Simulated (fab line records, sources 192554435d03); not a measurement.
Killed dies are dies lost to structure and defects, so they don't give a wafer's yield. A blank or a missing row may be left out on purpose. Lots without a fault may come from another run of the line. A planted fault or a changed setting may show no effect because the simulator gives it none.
Tool commonality check | flow n5_finfet | 9 lots, 27 wafers sampled

WHY IT WAS OPENED
At N5_MOL_CONTACT_COAG_INSPECT_97 the reading raw_defect_count is flagged on 3 of 9 lots. Wafers without a fault read 43, standard deviation 24.
Rule: a lot is flagged when every wafer of it that has a number lies more than 4 standard deviations from that mean, or none has a number. The other lots count as sound.

lot  | measured     | on                | raw_defect_count, wafer by wafer | flag
L753 | day 6 03:52  | defect_inspect-02 | 1285 1300 1154                   | FLAGGED
L754 | day 6 11:19  | defect_inspect-02 | 1271 1212 1229                   | FLAGGED
L755 | day 6 14:18  | defect_inspect-02 | 1262 1227 1228                   | FLAGGED
L764 | day 8 19:43  | defect_inspect-01 | 54 71 74                         |
L765 | day 9 05:13  | defect_inspect-01 | 51 89 55                         |
L767 | day 9 18:04  | defect_inspect-01 | 29 38 42                         |
L769 | day 10 03:54 | defect_inspect-01 | 31 20 37                         |
L770 | day 10 07:16 | defect_inspect-02 | 40 57 28                         |
L773 | day 11 04:12 | defect_inspect-02 | 17 27 27                         |
The numbers of the flagged lots are 1241 on average: +1198 against the usual, or +50 standard deviations.

WHICH TOOL RAN EACH LOT
The record holds 2 process steps before the reading, out of a route of 1938 steps. In each cell: the tool, then ch and the chambers that the sampled wafers went through, then the start.
lot  | flag    | N5_MOL_CONTACT_COAG_STRIP_49         | N5_MOL_CONTACT_COAG_CMP_52
L753 | FLAGGED | plasma_asher-01 ch 0,1, day 5 23:50  | cmp-03 ch 1,3, day 6 00:32
L754 | FLAGGED | plasma_asher-02 ch 0, day 6 07:22    | cmp-03 ch 0,1, day 6 07:58
L755 | FLAGGED | plasma_asher-01 ch 0,1, day 6 09:13  | cmp-03 ch 0,2,3, day 6 09:50
L764 |         | plasma_asher-02 ch 0,1, day 8 15:45  | cmp-03 ch 1,3, day 8 16:23
L765 |         | plasma_asher-01 ch 0,1, day 9 01:15  | cmp-01 ch 0,1,3, day 9 01:51
L767 |         | plasma_asher-01 ch 0,1, day 9 14:05  | cmp-01 ch 0,1,3, day 9 14:46
L769 |         | plasma_asher-01 ch 0,1, day 9 23:56  | cmp-01 ch 1,3, day 10 00:34
L770 |         | plasma_asher-01 ch 0,1, day 10 03:18 | cmp-02 ch 0,1,2, day 10 03:58
L773 |         | plasma_asher-01 ch 1, day 10 22:20   | cmp-03 ch 0,2, day 10 22:58
What these steps do:
- N5_MOL_CONTACT_COAG_STRIP_49: strips in N2/H2, time 30 s.
- N5_MOL_CONTACT_COAG_CMP_52: polishes, stops on SiO2, t overpolish 1.5 s, target thk 66.5 nm.
- N5_MOL_CONTACT_COAG_INSPECT_97: inspects for defects (darkfield).

FLAGGED OVER TOTAL, TOOL BY TOOL (the gauges that took the reading come last)
step                           | tool              | lots run | flagged | share of the flagged lots | sound lots run after its first flagged lot
N5_MOL_CONTACT_COAG_STRIP_49   | plasma_asher-01   | 7        | 2       | some                      | 5 (L765,L767,L769,L770,L773)
N5_MOL_CONTACT_COAG_STRIP_49   | plasma_asher-02   | 2        | 1       | some                      | 1 (L764)
N5_MOL_CONTACT_COAG_CMP_52     | cmp-01            | 3        | 0       | none                      | -
N5_MOL_CONTACT_COAG_CMP_52     | cmp-02            | 1        | 0       | none                      | -
N5_MOL_CONTACT_COAG_CMP_52     | cmp-03            | 5        | 3       | all                       | 2 (L764,L773)
N5_MOL_CONTACT_COAG_INSPECT_97 | defect_inspect-01 | 4        | 0       | none                      | -
N5_MOL_CONTACT_COAG_INSPECT_97 | defect_inspect-02 | 5        | 3       | all                       | 2 (L770,L773)

WHAT THE TABLE ALLOWS
2 rows of the table ran every flagged lot: cmp-03 at N5_MOL_CONTACT_COAG_CMP_52, defect_inspect-02 at N5_MOL_CONTACT_COAG_INSPECT_97.
- cmp-03 at N5_MOL_CONTACT_COAG_CMP_52: 3 of its 5 lots flagged. Sound lots ran on it after the first flagged one (L764, L773), which a lasting fault on the whole tool wouldn't allow. On the flagged lots its readings are blank where sound lots have values: edge_zone_pressure_frac, head_pressure_psi, motor_current_A, overpolish_run_s and 1 more.
- defect_inspect-02 at N5_MOL_CONTACT_COAG_INSPECT_97: 3 of its 5 lots flagged. Sound lots ran on it after the first flagged one (L770, L773), which a lasting fault on the whole tool wouldn't allow.
No row of the table ran every flagged lot and no sound lot after the first.

WHAT THE SIMULATOR HAD PUT IN
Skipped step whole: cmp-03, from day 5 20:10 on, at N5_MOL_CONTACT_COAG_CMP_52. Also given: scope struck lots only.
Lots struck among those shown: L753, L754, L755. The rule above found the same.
